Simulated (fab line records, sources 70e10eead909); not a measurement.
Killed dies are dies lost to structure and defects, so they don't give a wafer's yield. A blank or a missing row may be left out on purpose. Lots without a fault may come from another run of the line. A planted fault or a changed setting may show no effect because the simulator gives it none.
fab line records | flow nand_harc
record lots=13 wafers=37 last_day=34
route steps=1302 shown A_SGD_CUT@904 A_SLIT@928 END@1302
lots that met no fault: from a run of the same line without faults
start_h: hours from the record's first day to the start of the lot's first wafer shown | wait_h: hours since the lot's step before | " the same as in the row above | L1.1+2: a row that stands for several wafers | - no value, or no start given | * or withheld: withheld | < > ~ a bound
route shown NAME@n: a module of which the file shows steps, and the number in the route of the first | usual: mean/standard deviation of fault-free wafers | same: alike in all rows | chamber/n: place in a boat | sites: the reading at each site | _std_site: their standard deviation | _edge_site: outer sites' mean less inner sites' | radius_mm: how far each site lies from the wafer's centre | mask NAME#n: copy n | behind: the tool/chamber that last shaped the wafer | hold: why the lot was held/for how many hours/how that ended | device: the transistor (n, p or np) that didn't switch | end of line: the same wafers' tests at the end of the route | a step without rows: its recipe alone | killed: dies lost to structure and defects at the first sort, not the wafer's yield | map: a wafer's dies, x killed, . not, _ none there
set.NAME: the setting as run; set.NAME@STEP: as run at that earlier step | model.NAME: the simulator's own value behind a step, which no gauge read
steps of the route over a sample of lots; a table a step, a row a wafer
services: from which hour (start_h, from the record's first day; less than 0 if before it) a tool's chamber was out of use, for how many hours, and why
## steps
# step NHARC_A_SGD_CUT_DESCUM_14
# recipe time_s=3 o2_flow_sccm=200 ar_flow_sccm=0 bias_power_w=0 chemistry=O2
# usual drypump_motor_current_A=5.9/0.48 oes_product_au=0.998/0.0094 rf_vpp_V=57.9/0.93 showerhead_plenum_p_Torr=1.93/0.07 throttle_valve_pct=11.311/0.0087
# columns lot.wafer tool chamber start_h wait_h drypump_motor_current_A oes_product_au rf_hours_counter_h rf_vpp_V showerhead_plenum_p_Torr throttle_valve_pct
L760.1 rie_diel-10 3 466.27 0.1 6.7 0.997 1 58.6 1.87 11.317
L760.2 " 0 " " 5.7 0.992 1 59.0 1.90 11.313
L760.4 " 1 " " 5.7 1.010 2 58.4 2.04 11.299
L761.2 rie_diel-10 1 474.94 0.1 5.7 1.014 2 58.5 2.04 11.302
L761.1 " 3 " " 6.7 0.994 2 59.5 1.87 11.306
L761.6 " 1 " " 5.6 0.999 - 58.3 2.04 11.315
L763.3 rie_diel-12 3 484.32 0.1 5.9 0.989 3 58.7 2.00 11.301
L763.2 " 1 " " 5.1 1.012 4 57.6 1.94 11.323
L763.5 " 0 " " 5.9 0.996 - 58.0 2.02 11.301
L765.6 rie_diel-12 2 500.02 0.1 5.4 0.991 - 57.6 1.91 11.313
L765.4 " 0 " " 5.9 0.992 - 58.1 2.02 11.297
L765.5 " 1 " " 5.1 1.004 - 58.2 1.94 11.305
L766.2 rie_diel-10 1 514.49 0.1 5.7 1.005 5 59.7 2.04 11.306
L766.1 " 2 " " 6.2 1.001 4 57.4 1.93 11.313
L766.5 " 2 " " 6.2 0.998 - 57.4 1.93 11.298
L767.3 rie_diel-10 2 525.24 0.1 6.1 0.997 5 57.2 1.93 11.300
L767.2 " 0 " " 5.7 0.998 5 58.6 1.90 11.303
L767.5 " 3 " " 6.7 1.006 - 56.8 1.87 11.316
L771.1 rie_diel-01 0 546.73 0.1 5.3 1.017 6 57.1 1.93 11.314
L771.5 " 1 " " 6.4 0.999 - 56.5 1.87 11.304
L771.6 " 2 " " 5.8 0.996 - 56.1 1.78 11.315
L770.2 rie_diel-12 2 546.77 0.1 5.4 0.993 8 58.5 1.91 11.311
L770.6 " 3 " " 6.0 0.997 - 57.6 1.99 11.316
L774.4 rie_diel-10 2 584.90 0.1 6.2 1.005 8 57.1 1.93 11.303
L774.5 " 2 " " 6.2 1.000 - 57.2 1.93 11.313
L779.3 rie_diel-10 2 628.28 0.1 6.1 1.000 1 57.9 1.93 11.298
L779.4 " 3 " " 6.7 1.007 2 56.0 1.87 11.325
L779.5 " 2 " " 6.1 1.022 - 57.4 1.93 11.314
L780.1 rie_diel-10 2 657.03 0.1 6.1 0.991 3 58.7 1.93 11.317
L780.2 " 3 " " 6.7 1.001 3 57.3 1.86 11.303
L780.5 " 0 " " 5.7 1.003 - 58.5 1.89 11.317
L781.3 rie_diel-10 0 661.06 0.1 5.7 0.999 4 56.9 1.89 11.315
L781.1 " 1 " " 5.7 0.991 3 58.8 2.03 11.318
L781.5 " 0 " " 5.7 0.995 - 57.4 1.89 11.301
L782.2 rie_diel-12 3 677.02 0.1 5.9 0.985 3 58.4 1.99 11.310
L782.3 " 2 " " 5.4 1.003 4 57.9 1.90 11.308
L782.6 " 0 " " 5.9 0.993 - 57.8 2.02 11.313
# step NHARC_A_SGD_CUT_ETCH_58
# recipe target_depth_a=390 over_etch_frac=0.3 time_s=65 ion_energy_ev=80 cf4_flow_sccm=150 ar_flow_sccm=0 rf_w=300 bias_w=100 chemistry=CF4
# usual drypump_motor_current_A=5.9/0.48 oes_product_au=0.998/0.0082 rf_vpp_V=151.5/1.2 showerhead_plenum_p_Torr=1.79/0.061 throttle_valve_pct=13.282/0.0089
# columns lot.wafer tool chamber start_h wait_h drypump_motor_current_A oes_product_au rf_hours_counter_h rf_vpp_V showerhead_plenum_p_Torr throttle_valve_pct
L760.4 rie_diel-10 3 466.35 0.1 6.7 0.983 1 153.2 1.73 13.284
L760.1 " 0 " " 5.7 1.003 1 151.1 1.76 13.301
L760.2 " 2 " " 6.1 1.002 2 150.3 1.78 13.284
L761.1 rie_diel-10 2 475.02 0.1 6.1 1.014 2 151.4 1.78 13.283
L761.2 " 3 " " 6.7 1.009 2 151.0 1.73 13.289
L761.6 " 2 " " 6.1 1.007 - 151.6 1.78 13.264
L763.3 rie_diel-12 3 484.42 0.1 5.9 0.989 3 151.7 1.84 13.281
L763.2 " 0 " " 6.0 0.985 3 152.7 1.86 13.290
L763.5 " 1 " " 5.1 1.007 - 152.8 1.79 13.275
L765.4 rie_diel-12 1 500.15 0.1 5.1 1.003 - 152.0 1.79 13.276
L765.6 " 2 " " 5.3 1.000 - 151.4 1.76 13.282
L765.5 " 0 " " 5.9 0.993 - 152.0 1.86 13.289
L766.2 rie_diel-10 2 514.58 0.1 6.2 0.994 4 152.4 1.78 13.274
L766.1 " 0 " " 5.7 1.010 4 151.3 1.75 13.284
L766.5 " 1 " " 5.7 1.011 - 154.0 1.87 13.283
L767.3 rie_diel-10 3 525.33 0.1 6.7 0.998 5 151.7 1.73 13.268
L767.2 " 0 " " 5.7 0.999 5 151.6 1.75 13.291
L767.5 " 3 " " 6.7 0.992 - 150.0 1.73 13.296
L771.1 rie_diel-01 2 546.84 0.1 5.8 0.999 6 150.5 1.66 13.266
L771.6 " 1 " " 6.5 1.001 - 150.5 1.73 13.298
L771.5 " 2 " " 5.8 1.000 - 149.3 1.66 13.279
L770.2 rie_diel-12 3 546.85 0.1 5.9 0.995 7 150.9 1.84 13.290
L770.6 " 3 " " 6.0 0.985 - 152.6 1.84 13.274
L774.4 rie_diel-10 2 584.99 0.1 6.1 1.000 8 153.5 1.78 13.281
L774.5 " 2 " " 6.2 0.997 - 152.0 1.78 13.280
L779.4 rie_diel-10 2 628.37 0.1 6.2 1.004 1 151.9 1.78 13.274
L779.3 " 3 " " 6.7 1.000 2 151.3 1.73 13.284
L779.5 " 3 " " 6.7 1.007 - 150.2 1.73 13.260
L780.1 rie_diel-10 3 657.10 0.1 6.7 1.007 3 151.0 1.73 13.282
L780.2 " 1 " " 5.7 0.996 3 152.6 1.87 13.269
L780.5 " 2 " " 6.2 0.997 - 151.9 1.78 13.285
L781.1 rie_diel-10 0 661.14 0.1 5.7 1.001 4 150.7 1.75 13.284
L781.3 " 2 " " 6.2 0.997 4 150.4 1.78 13.279
L781.5 " 3 " " 6.7 1.008 - 150.7 1.73 13.278
L782.2 rie_diel-12 2 677.11 0.1 5.3 0.996 4 151.4 1.76 13.279
L782.3 " 0 " " 6.0 0.984 3 151.5 1.86 13.280
L782.6 " 2 " " 5.3 1.003 - 150.8 1.76 13.303
# step NHARC_A_SGD_CUT_STRIP_28
# recipe time_s=20 o2_flow_sccm=500 ar_flow_sccm=0 bias_w=0 chemistry=O2
# usual drypump_motor_current_A=5.9/0.49 oes_product_au=0.997/0.0091 rf_vpp_V=57.8/0.84 showerhead_plenum_p_Torr=3.56/0.13 throttle_valve_pct=17.036/0.0089
# columns lot.wafer tool chamber start_h wait_h drypump_motor_current_A oes_product_au rf_hours_counter_h rf_vpp_V showerhead_plenum_p_Torr throttle_valve_pct
L760.2 rie_diel-01 1 473.16 0.1 6.5 1.006 3 58.1 3.45 17.032
L760.1 " 0 " " 5.3 1.011 3 57.5 3.56 17.049
L760.4 " 0 " " 5.4 1.008 - 58.4 3.56 17.038
L761.1 rie_diel-10 2 - - 6.2 1.016 3 58.0 3.56 17.034
L761.2 " 3 " " 6.7 0.993 3 57.2 3.45 17.038
L761.6 " 1 " " 5.7 1.007 - 58.5 3.74 17.031
L763.3 rie_diel-12 2 - - 5.3 0.984 3 59.5 3.52 17.035
L763.2 " 3 " " 5.9 0.983 4 58.1 3.67 17.016
L763.5 " 1 " " 5.1 0.994 - 58.0 3.57 17.042
L765.6 rie_diel-12 2 506.92 0.1 5.3 0.983 - 57.2 3.52 17.033
L765.5 " 0 " " 6.0 0.977 - 57.3 3.72 17.031
L765.4 " 1 " " 5.1 0.987 - 56.6 3.57 17.035
L766.2 rie_diel-12 0 - - 6.0 0.993 7 57.2 3.72 17.033
L766.1 " 3 " " 5.9 0.997 5 59.5 3.67 17.048
L766.5 " 1 " " 5.1 0.997 - 57.3 3.57 17.045
L767.2 rie_diel-10 3 - - 6.7 0.986 5 57.8 3.45 17.029
L767.3 " 0 " " 5.7 1.002 5 57.0 3.50 17.042
L767.5 " 3 " " 6.7 0.993 - 57.7 3.45 17.036
L771.1 rie_diel-12 0 - - 6.0 0.990 9 58.0 3.71 17.034
L771.6 " 3 " " 5.9 0.990 - 57.4 3.67 17.043
L771.5 " 0 " " 6.0 0.993 - 59.6 3.71 17.044
L770.2 rie_diel-01 3 - - 6.6 1.002 6 57.5 3.77 17.029
L770.6 " 3 " " 6.6 0.992 - 57.7 3.77 17.041
L774.4 rie_diel-10 3 - - 6.7 0.996 9 57.2 3.45 17.038
L774.5 " 2 " " 6.2 1.002 - 56.5 3.55 17.048
L779.4 rie_diel-10 1 - - 5.7 1.000 2 58.4 3.74 17.012
L779.3 " 3 " " 6.7 1.005 3 56.0 3.45 17.053
L779.5 " 0 " " 5.7 0.999 - 58.8 3.50 17.019
L780.2 rie_diel-10 0 663.43 0.2 5.7 1.004 5 58.4 3.50 17.051
L780.1 " 1 " " 5.7 0.998 4 57.7 3.73 17.018
L780.5 " 1 " " 5.7 0.995 - 57.1 3.73 17.031
L781.3 rie_diel-01 0 668.63 0.1 5.3 1.010 6 57.5 3.56 17.027
L781.1 " 1 " " 6.5 1.002 6 57.3 3.44 17.024
L781.5 " 2 " " 5.8 0.999 - 56.2 3.30 17.039
L782.3 rie_diel-12 0 - - 6.0 0.988 4 58.6 3.71 17.044
L782.2 " 1 " " 5.1 0.995 4 59.1 3.56 17.033
L782.6 " 1 " " 5.1 0.994 - 57.6 3.56 17.034
# step NHARC_A_SLIT_SOFTBAKE_04
# recipe temp_c=105 time_s=55
# usual heater_power_total_W=188.46/0.14
# columns lot.wafer tool chamber start_h wait_h heater_power_total_W
L760.1 litho_track-01 0 477 - 188.62
L760.2 " 0 " " 188.54
L760.4 " 0 " " 188.73
L761.1 litho_track-04 0 486 - 188.49
L761.2 " 0 " " 188.37
L761.6 " 0 " " 188.19
L763.2 litho_track-06 0 498 - 188.32
L763.3 " 0 " " 188.49
L763.5 " 0 " " 188.46
L765.4 litho_track-04 0 511 - 188.41
L765.5 " 0 " " 188.69
L765.6 " 0 " " 188.36
L766.1 litho_track-04 0 525 - 188.39
L766.2 " 0 " " 188.41
L766.5 " 0 " " 188.47
L767.2 litho_track-04 0 537 - 188.37
L767.3 " 0 " " 188.44
L767.5 " 0 " " 188.70
L771.1 litho_track-04 0 560 - 188.58
L771.5 " 0 " " 195.83
L771.6 " 0 " " 195.49
L770.2 litho_track-04 0 565 - 188.59
L770.6 " 0 " " 195.61
L774.4 litho_track-04 0 596 - 188.69
L774.5 " 0 " " 196.02
L779.3 litho_track-06 0 639 - 188.42
L779.4 " 0 " " 188.36
L779.5 " 0 " " 188.39
L780.1 litho_track-06 0 667 - 188.37
L780.2 " 0 " " 188.40
L780.5 " 0 " " 188.39
L781.1 litho_track-04 0 673 - 188.35
L781.3 " 0 " " 188.39
L781.5 " 0 " " 188.45
L782.2 litho_track-01 0 688 - 188.28
L782.3 " 0 " " 188.45
L782.6 " 0 " " 188.43
# step NHARC_END_SORT_01
# recipe temp_c=25
# usual killed_at_array=50/18 killed_at_other=0.8/1.1 killed_at_periphery=4.1/2.9 killed_dies=55/18 killed_open=3.5/1.9 killed_short=2.4/1.5
# same gross_dies=677
# columns lot.wafer tool chamber start_h wait_h killed_at_array killed_at_other killed_at_periphery killed_dies killed_open killed_short
L774.4 prober-01 0 713.35 3.4 43 2 1 46 6 4
L774.5 prober-01 0 714.14 3.7 37 0 4 41 3 1
# killed by level:class
L774.4 A_CHANNEL_HOLE_D2:chamber_film_flake=18 A_CHANNEL_HOLE_D1:chamber_film_flake=8 A_ONON_D2:geometric_particle:open=3 A_CONTACT:chamber_film_flake=3 A_SLIT:chamber_film_flake=3 A_DECK1_JOINT:geometric_particle:open=2 P_M0:geometric_particle:short=1 A_ONON_D1:geometric_particle:short=1
L774.5 A_CHANNEL_HOLE_D2:chamber_film_flake=17 A_CHANNEL_HOLE_D1:chamber_film_flake=4 A_SLIT:chamber_film_flake=4 A_CONTACT:chamber_film_flake=4 A_WL_FILL:chamber_film_flake=3 P_STI:chamber_film_flake=2 P_GATE:geometric_particle:open=1 A_DECK1_JOINT:geometric_particle:open=1
## services
# columns tool chamber start_h hours kind
rie_diel-12 - 445.69 9.0 pm
rie_diel-10 0 453.09 - clean
rie_diel-10 1 453.09 - clean
rie_diel-10 2 453.09 - clean
rie_diel-10 3 453.09 - clean
rie_diel-12 2 455.75 8.6 repair
rie_diel-12 0 469.70 9.3 repair
rie_diel-01 3 471.01 12.4 repair
rie_diel-10 0 477.59 - clean
rie_diel-10 1 477.59 - clean
rie_diel-10 2 477.59 - clean
rie_diel-10 3 477.59 - clean
rie_diel-01 0 483.50 16.5 repair
rie_diel-12 3 498.09 9.4 repair
litho_track-01 - 505.01 7.0 pm
litho_track-06 - 529.00 7.0 pm
litho_track-04 - 553.00 7.0 pm
rie_diel-01 - 557.83 9.0 pm
rie_diel-10 - 596.59 9.0 pm
rie_diel-12 - 622.69 9.0 pm
rie_diel-01 3 644.26 42.2 repair
rie_diel-10 2 665.03 3.1 repair
rie_diel-10 3 676.25 7.9 repair
litho_track-01 - 680.01 7.0 pm
## key
first_sign step=NHARC_A_SLIT_SOFTBAKE_04 reading=heater_power_total_W direction=up sigmas=53 usual=* struck=*
effect none on later readings
met_at NHARC_A_SLIT_SOFTBAKE_04
struck_lots L770,L771,L774
struck_wafers L770.6,L771.5,L771.6,L774.5
sort_left_out L770.6
tester_left_out L770,L771,L774
not_acting_at NHARC_A_SGD_CUT_DESCUM_14,NHARC_A_SGD_CUT_ETCH_58,NHARC_A_SGD_CUT_STRIP_28
onset_between 537 560
fault kind=process_parameter_drift tool=litho_track-04 chamber=- onset_h=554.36 steps=NHARC_A_SLIT_SOFTBAKE_04 channel=time_s offset=* shape=step end_h=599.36 scope=struck_wafers_only acts_in=* stated=*
# tester_left_out: of these lots the tester's yield and bins aren't shown, on N5 and GAA mostly nor the transistor test; their killed dies are dies lost to structure and defects alone, not to doping, threshold or leakage, so they don't give the yield
# sort_left_out: the simulated sort isn't trusted on such a fault, so these wafers' sort isn't shown, and their yield isn't known
